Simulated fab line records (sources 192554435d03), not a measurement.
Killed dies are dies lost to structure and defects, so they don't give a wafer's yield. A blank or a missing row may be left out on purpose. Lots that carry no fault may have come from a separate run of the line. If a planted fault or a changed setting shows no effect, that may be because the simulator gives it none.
The tool behind it: which one? / flow n5Finfet / 30 wafers from 11 lots sampled at 5 of the route's 1938 steps

## WHAT THE GAUGES SHOWED, per wafer
Not one reading of a measure or inspect step in the record can be checked against a usual standard deviation.

## WHICH TOOL RAN EACH LOT (tool, then ch and the chambers of the sampled wafers, then the start)
lot=L919; N5_BEOL_M11_DESCUM_33=rieDiel-03 ch 0,1, day 10 07:11; N5_BEOL_M11_ETCH_65=rieDiel-03 ch 0,1, day 10 07:13; N5_BEOL_M11_HM_STRIP_39=wetBench-05 ch 2,3,4, day 10 07:43; N5_BEOL_M11_PRE_CLEAN_45=pvdSputter-03, day 10 08:34; N5_PASSIVATION_PROBE_49=-
lot=L922; N5_BEOL_M11_DESCUM_33=rieDiel-03 ch 0,2, day 10 23:35; N5_BEOL_M11_ETCH_65=rieDiel-03 ch 0,2, day 10 23:37; N5_BEOL_M11_HM_STRIP_39=wetBench-04 ch 6,7, day 11 00:09; N5_BEOL_M11_PRE_CLEAN_45=pvdSputter-03, day 11 00:53; N5_PASSIVATION_PROBE_49=-
lot=L924; N5_BEOL_M11_DESCUM_33=rieDiel-04 ch 0,2,3, day 11 01:22; N5_BEOL_M11_ETCH_65=rieDiel-04 ch 0,2,3, day 11 01:24; N5_BEOL_M11_HM_STRIP_39=wetBench-04 ch 1,2,7, day 11 01:53; N5_BEOL_M11_PRE_CLEAN_45=pvdSputter-03, day 11 02:43; N5_PASSIVATION_PROBE_49=-
lot=L925; N5_BEOL_M11_DESCUM_33=rieDiel-03 ch 0,1, day 12 02:38; N5_BEOL_M11_ETCH_65=rieDiel-03 ch 0,1, day 12 02:40; N5_BEOL_M11_HM_STRIP_39=wetBench-05 ch 1,5,6, day 12 03:10; N5_BEOL_M11_PRE_CLEAN_45=pvdSputter-02, day 12 03:44; N5_PASSIVATION_PROBE_49=-
lot=L927; N5_BEOL_M11_DESCUM_33=rieDiel-03 ch 0,3, day 13 05:42; N5_BEOL_M11_ETCH_65=rieDiel-03 ch 0,3, day 13 05:44; N5_BEOL_M11_HM_STRIP_39=wetBench-02 ch 2,5,7, day 13 06:14; N5_BEOL_M11_PRE_CLEAN_45=pvdSputter-01, day 13 07:09; N5_PASSIVATION_PROBE_49=prober-02, day 14 23:29
lot=L929; N5_BEOL_M11_DESCUM_33=rieDiel-04 ch 0,2,3, day 13 13:12; N5_BEOL_M11_ETCH_65=rieDiel-04 ch 0,2,3, day 13 13:14; N5_BEOL_M11_HM_STRIP_39=wetBench-02 ch 1,2,3, day 13 13:44; N5_BEOL_M11_PRE_CLEAN_45=pvdSputter-03, day 13 14:56; N5_PASSIVATION_PROBE_49=prober-02, day 15 00:14
lot=L936; N5_BEOL_M11_DESCUM_33=rieDiel-04 ch 1,2, day 14 22:41; N5_BEOL_M11_ETCH_65=rieDiel-04 ch 1,2, day 14 22:43; N5_BEOL_M11_HM_STRIP_39=wetBench-02 ch 3,6, day 14 23:13; N5_BEOL_M11_PRE_CLEAN_45=pvdSputter-01, day 15 01:23; N5_PASSIVATION_PROBE_49=prober-02, day 16 18:03
lot=L939; N5_BEOL_M11_DESCUM_33=rieDiel-03 ch 0, day 15 15:58; N5_BEOL_M11_ETCH_65=rieDiel-03 ch 0, day 15 16:00; N5_BEOL_M11_HM_STRIP_39=wetBench-04 ch 4,5, day 15 16:29; N5_BEOL_M11_PRE_CLEAN_45=pvdSputter-02, day 15 17:07; N5_PASSIVATION_PROBE_49=-
lot=L940; N5_BEOL_M11_DESCUM_33=rieDiel-04 ch 0,1,2, day 16 07:30; N5_BEOL_M11_ETCH_65=rieDiel-04 ch 0,1,2, day 16 07:32; N5_BEOL_M11_HM_STRIP_39=wetBench-05 ch 0,3,7, day 16 08:01; N5_BEOL_M11_PRE_CLEAN_45=pvdSputter-01, day 16 08:35; N5_PASSIVATION_PROBE_49=-
lot=L941; N5_BEOL_M11_DESCUM_33=rieDiel-04 ch 1,2,3, day 16 11:26; N5_BEOL_M11_ETCH_65=rieDiel-04 ch 1,2,3, day 16 11:28; N5_BEOL_M11_HM_STRIP_39=wetBench-05 ch 2,5,7, day 16 11:58; N5_BEOL_M11_PRE_CLEAN_45=pvdSputter-03, day 16 12:29; N5_PASSIVATION_PROBE_49=prober-02, day 18 05:58
lot=L942; N5_BEOL_M11_DESCUM_33=rieDiel-04 ch 2,3, day 17 00:25; N5_BEOL_M11_ETCH_65=rieDiel-04 ch 2,3, day 17 00:26; N5_BEOL_M11_HM_STRIP_39=wetBench-05 ch 2,4,6, day 17 00:56; N5_BEOL_M11_PRE_CLEAN_45=pvdSputter-01, day 17 01:29; N5_PASSIVATION_PROBE_49=prober-02, day 18 16:58
- N5_BEOL_M11_DESCUM_33: chemistry O2, time 7.9 s.
- N5_BEOL_M11_ETCH_65: etches SiARC in CF4, target depth 39 nm, time 65 s.
- N5_BEOL_M11_HM_STRIP_39: strips TiN in peroxide tin strip, target depth 25 nm, time 158 s.
- N5_BEOL_M11_PRE_CLEAN_45: time 30 s.
- N5_PASSIVATION_PROBE_49

## AS READ BY THE TOOLS THEMSELVES (means over the sampled wafers that have a number; for cases with no such wafer, the mark the record gives instead)
N5_BEOL_M11_DESCUM_33. Usual: drypumpMotorCurrentA 5.5 A, standard deviation 0.37; oesProductAu 0.76 a.u., standard deviation 0.076; rfVppV 242.4 V, standard deviation 1.5; showerheadPlenumPTorr 2.04 Torr, standard deviation 0.078; throttleValvePct 20.60 %, standard deviation 0.2.
lot=L919; tool=rieDiel-03; drypumpMotorCurrentA (A)=5.6; oesProductAu (a.u.)=0.73; rfVppV (V)=241.9; showerheadPlenumPTorr (Torr)=2.03; throttleValvePct (%)=20.52; flag=
lot=L922; tool=rieDiel-03; drypumpMotorCurrentA (A)=5.4; oesProductAu (a.u.)=0.73; rfVppV (V)=241.5; showerheadPlenumPTorr (Torr)=2.05; throttleValvePct (%)=20.64; flag=
lot=L924; tool=rieDiel-04; drypumpMotorCurrentA (A)=5.3; oesProductAu (a.u.)=0.79; rfVppV (V)=241.8; showerheadPlenumPTorr (Torr)=2.03; throttleValvePct (%)=20.36; flag=
lot=L925; tool=rieDiel-03; drypumpMotorCurrentA (A)=5.6; oesProductAu (a.u.)=0.72; rfVppV (V)=241.6; showerheadPlenumPTorr (Torr)=2.03; throttleValvePct (%)=20.55; flag=
lot=L927; tool=rieDiel-03; drypumpMotorCurrentA (A)=5.7; oesProductAu (a.u.)=0.72; rfVppV (V)=241.9; showerheadPlenumPTorr (Torr)=1.96; throttleValvePct (%)=20.75; flag=
lot=L929; tool=rieDiel-04; drypumpMotorCurrentA (A)=5.2; oesProductAu (a.u.)=0.76; rfVppV (V)=240.9; showerheadPlenumPTorr (Torr)=2.03; throttleValvePct (%)=20.41; flag=
lot=L936; tool=rieDiel-04; drypumpMotorCurrentA (A)=5.2; oesProductAu (a.u.)=0.85; rfVppV (V)=242.4; showerheadPlenumPTorr (Torr)=2.08; throttleValvePct (%)=20.56; flag=
lot=L939; tool=rieDiel-03; drypumpMotorCurrentA (A)=5.7; oesProductAu (a.u.)=0.71; rfVppV (V)=239.9; showerheadPlenumPTorr (Torr)=1.92; throttleValvePct (%)=20.69; flag=
lot=L940; tool=rieDiel-04; drypumpMotorCurrentA (A)=5.4; oesProductAu (a.u.)=0.80; rfVppV (V)=242.5; showerheadPlenumPTorr (Torr)=2.05; throttleValvePct (%)=20.55; flag=
lot=L941; tool=rieDiel-04; drypumpMotorCurrentA (A)=5.1; oesProductAu (a.u.)=0.88; rfVppV (V)=242.5; showerheadPlenumPTorr (Torr)=2.06; throttleValvePct (%)=20.46; flag=
lot=L942; tool=rieDiel-04; drypumpMotorCurrentA (A)=4.8; oesProductAu (a.u.)=0.87; rfVppV (V)=241.9; showerheadPlenumPTorr (Torr)=2.03; throttleValvePct (%)=20.30; flag=

N5_BEOL_M11_ETCH_65. Usual: for drypumpMotorCurrentA, 5.5 A with a standard deviation of 0.37; for etchRfOnTimeS, 65.3 s with a standard deviation of 1.2; for mfcArSccm, 100.04 sccm with a standard deviation of 0.28; for oesProductAu, 0.65 a.u. with a standard deviation of 0.067; for rfVppV, 183.5 V with a standard deviation of 1.4; for showerheadPlenumPTorr, 2.09 Torr with a standard deviation of 0.078; for throttleValvePct, 15.79 % with a standard deviation of 0.22.
lot=L919; tool=rieDiel-03; drypumpMotorCurrentA (A)=5.6; etchRfOnTimeS (s)=65.2; mfcArSccm (sccm)=100.06; oesProductAu (a.u.)=0.62; rfVppV (V)=183.1; showerheadPlenumPTorr (Torr)=2.07; throttleValvePct (%)=15.58; flag=
lot=L922; tool=rieDiel-03; drypumpMotorCurrentA (A)=5.5; etchRfOnTimeS (s)=66.3; mfcArSccm (sccm)=99.88; oesProductAu (a.u.)=0.61; rfVppV (V)=183.7; showerheadPlenumPTorr (Torr)=2.10; throttleValvePct (%)=15.79; flag=
lot=L924; tool=rieDiel-04; drypumpMotorCurrentA (A)=5.2; etchRfOnTimeS (s)=64.6; mfcArSccm (sccm)=99.85; oesProductAu (a.u.)=0.67; rfVppV (V)=183.6; showerheadPlenumPTorr (Torr)=2.09; throttleValvePct (%)=15.64; flag=
lot=L925; tool=rieDiel-03; drypumpMotorCurrentA (A)=5.6; etchRfOnTimeS (s)=65.6; mfcArSccm (sccm)=99.98; oesProductAu (a.u.)=0.61; rfVppV (V)=183.2; showerheadPlenumPTorr (Torr)=2.06; throttleValvePct (%)=15.61; flag=
lot=L927; tool=rieDiel-03; drypumpMotorCurrentA (A)=5.7; etchRfOnTimeS (s)=67.5; mfcArSccm (sccm)=99.79; oesProductAu (a.u.)=0.61; rfVppV (V)=183.7; showerheadPlenumPTorr (Torr)=2.02; throttleValvePct (%)=15.96; flag=
lot=L929; tool=rieDiel-04; drypumpMotorCurrentA (A)=5.2; etchRfOnTimeS (s)=64.1; mfcArSccm (sccm)=100.12; oesProductAu (a.u.)=0.66; rfVppV (V)=183.4; showerheadPlenumPTorr (Torr)=2.08; throttleValvePct (%)=15.68; flag=
lot=L936; tool=rieDiel-04; drypumpMotorCurrentA (A)=5.2; etchRfOnTimeS (s)=64.6; mfcArSccm (sccm)=100.02; oesProductAu (a.u.)=0.72; rfVppV (V)=182.8; showerheadPlenumPTorr (Torr)=2.13; throttleValvePct (%)=15.68; flag=
lot=L939; tool=rieDiel-03; drypumpMotorCurrentA (A)=5.7; etchRfOnTimeS (s)=66.5; mfcArSccm (sccm)=100.15; oesProductAu (a.u.)=0.60; rfVppV (V)=180.9; showerheadPlenumPTorr (Torr)=1.96; throttleValvePct (%)=15.77; flag=
lot=L940; tool=rieDiel-04; drypumpMotorCurrentA (A)=5.4; etchRfOnTimeS (s)=64.7; mfcArSccm (sccm)=100.06; oesProductAu (a.u.)=0.69; rfVppV (V)=183.6; showerheadPlenumPTorr (Torr)=2.09; throttleValvePct (%)=15.73; flag=
lot=L941; tool=rieDiel-04; drypumpMotorCurrentA (A)=5.1; etchRfOnTimeS (s)=64.0; mfcArSccm (sccm)=99.81; oesProductAu (a.u.)=0.76; rfVppV (V)=182.8; showerheadPlenumPTorr (Torr)=2.12; throttleValvePct (%)=15.61; flag=
lot=L942; tool=rieDiel-04; drypumpMotorCurrentA (A)=4.8; etchRfOnTimeS (s)=64.8; mfcArSccm (sccm)=100.42; oesProductAu (a.u.)=0.73; rfVppV (V)=182.7; showerheadPlenumPTorr (Torr)=2.08; throttleValvePct (%)=15.48; flag=

N5_BEOL_M11_HM_STRIP_39. Usual: 165 s for runLengthS, sd 3.1.
lot=L919; tool=wetBench-05; runLengthS (s)=171; flag=
lot=L922; tool=wetBench-04; runLengthS (s)=162; flag=
lot=L924; tool=wetBench-04; runLengthS (s)=164; flag=
lot=L925; tool=wetBench-05; runLengthS (s)=164; flag=
lot=L927; tool=wetBench-02; runLengthS (s)=164; flag=
lot=L929; tool=wetBench-02; runLengthS (s)=163; flag=
lot=L936; tool=wetBench-02; runLengthS (s)=178; flag=OFF
lot=L939; tool=wetBench-04; runLengthS (s)=164; flag=
lot=L940; tool=wetBench-05; runLengthS (s)=163; flag=
lot=L941; tool=wetBench-05; runLengthS (s)=163; flag=
lot=L942; tool=wetBench-05; runLengthS (s)=172; flag=

N5_BEOL_M11_PRE_CLEAN_45. Usual: 338 W for heaterPowerW, sd 47.
lot=L919; tool=pvdSputter-03; heaterPowerW (W)=318; flag=
lot=L922; tool=pvdSputter-03; heaterPowerW (W)=303; flag=
lot=L924; tool=pvdSputter-03; heaterPowerW (W)=317; flag=
lot=L925; tool=pvdSputter-02; heaterPowerW (W)=377; flag=
lot=L927; tool=pvdSputter-01; heaterPowerW (W)=327; flag=
lot=L929; tool=pvdSputter-03; heaterPowerW (W)=339; flag=
lot=L936; tool=pvdSputter-01; heaterPowerW (W)=301; flag=
lot=L939; tool=pvdSputter-02; heaterPowerW (W)=386; flag=
lot=L940; tool=pvdSputter-01; heaterPowerW (W)=320; flag=
lot=L941; tool=pvdSputter-03; heaterPowerW (W)=339; flag=
lot=L942; tool=pvdSputter-01; heaterPowerW (W)=351; flag=

N5_PASSIVATION_PROBE_49. Usual: defectLimitedYield 91.0 %, standard deviation 1.5; killed_at_M0_to_M3 35, standard deviation 12; killed_at_M4_up 15, standard deviation 5.8; killedAtContacts 14, standard deviation 7.2; killedAtFrontEnd 40, standard deviation 10; killedAtOther 3, standard deviation 3; killedDies 106, standard deviation 18; killedOpen 68, standard deviation 14; killedShort 35, standard deviation 7.2; sort_bin_5_function 5.2 %, standard deviation 0.96; sort_bin_6_memory 3.3 %, standard deviation 0.69; sortNPass 1074, standard deviation 18; sortYieldPct 91.0 %, standard deviation 1.5.
lot=L927; tool=prober-02; defectLimitedYield (%)=89.6; killed_at_M0_to_M3=41; killed_at_M4_up=22; killedAtContacts=23; killedAtFrontEnd=34; killedAtOther=4; killedDies=123; killedOpen=84; killedShort=34; sort_bin_5_function (%)=6.4; sort_bin_6_memory (%)=3.7; sortNPass=1057; sortYieldPct (%)=89.6; flag=
lot=L929; tool=prober-02; defectLimitedYield (%)=91.1; killed_at_M0_to_M3=30; killed_at_M4_up=12; killedAtContacts=18; killedAtFrontEnd=43; killedAtOther=1; killedDies=105; killedOpen=68; killedShort=34; sort_bin_5_function (%)=5.2; sort_bin_6_memory (%)=3.5; sortNPass=1075; sortYieldPct (%)=91.1; flag=
lot=L936; tool=prober-02; defectLimitedYield (%)=92.3; killed_at_M0_to_M3=40; killed_at_M4_up=11; killedAtContacts=4; killedAtFrontEnd=34; killedAtOther=2; killedDies=90; killedOpen=50; killedShort=37; sort_bin_5_function (%)=4.5; sort_bin_6_memory (%)=2.8; sortNPass=1090; sortYieldPct (%)=92.3; flag=
lot=L941; tool=prober-02; defectLimitedYield (%)=90.1; killed_at_M0_to_M3=24; killed_at_M4_up=18; killedAtContacts=22; killedAtFrontEnd=49; killedAtOther=4; killedDies=117; killedOpen=77; killedShort=37; sort_bin_5_function (%)=5.8; sort_bin_6_memory (%)=3.7; sortNPass=1063; sortYieldPct (%)=90.1; flag=
lot=L942; tool=prober-02; defectLimitedYield (%)=89.7; killed_at_M0_to_M3=31; killed_at_M4_up=13; killedAtContacts=10; killedAtFrontEnd=56; killedAtOther=12; killedDies=121; killedOpen=83; killedShort=37; sort_bin_5_function (%)=6.1; sort_bin_6_memory (%)=3.8; sortNPass=1059; sortYieldPct (%)=89.7; flag=

## THE ANSWER, worked out from the rows above alone
Rule: a lot counts as off when the mean over its wafers that have a number is more than 3 standard deviations away from the usual mean. A lot without any number at a reading at which 4 lots or more have one is off too. All remaining lots with rows at the step are treated as sound. After the gauges, taken in route order, come the tools' own readings; for these a lot's mean is taken, as printed above. The first step at which some lot is off is used, and at that step the reading that is off furthest; a lot without a number counts as furthest.
Off: L936 (N5_BEOL_M11_HM_STRIP_39, runLengthS).
If a tool, at that step or one of the process steps before it, ran each lot that is off and ran no sound lot following the first of them, it fits. One candidate fits, namely wetBench-02 at N5_BEOL_M11_HM_STRIP_39. Its last sound lot is L929 (day 13 13:44), its first lot that is off L936 (day 14 23:13): a fault that began between those two fits.

## WHAT THE SIMULATOR HAD INSERTED
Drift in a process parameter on wetBench-02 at N5_BEOL_M11_HM_STRIP_39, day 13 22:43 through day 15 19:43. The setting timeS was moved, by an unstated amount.
Struck lots among those shown: L936. Same finding as the rule above.
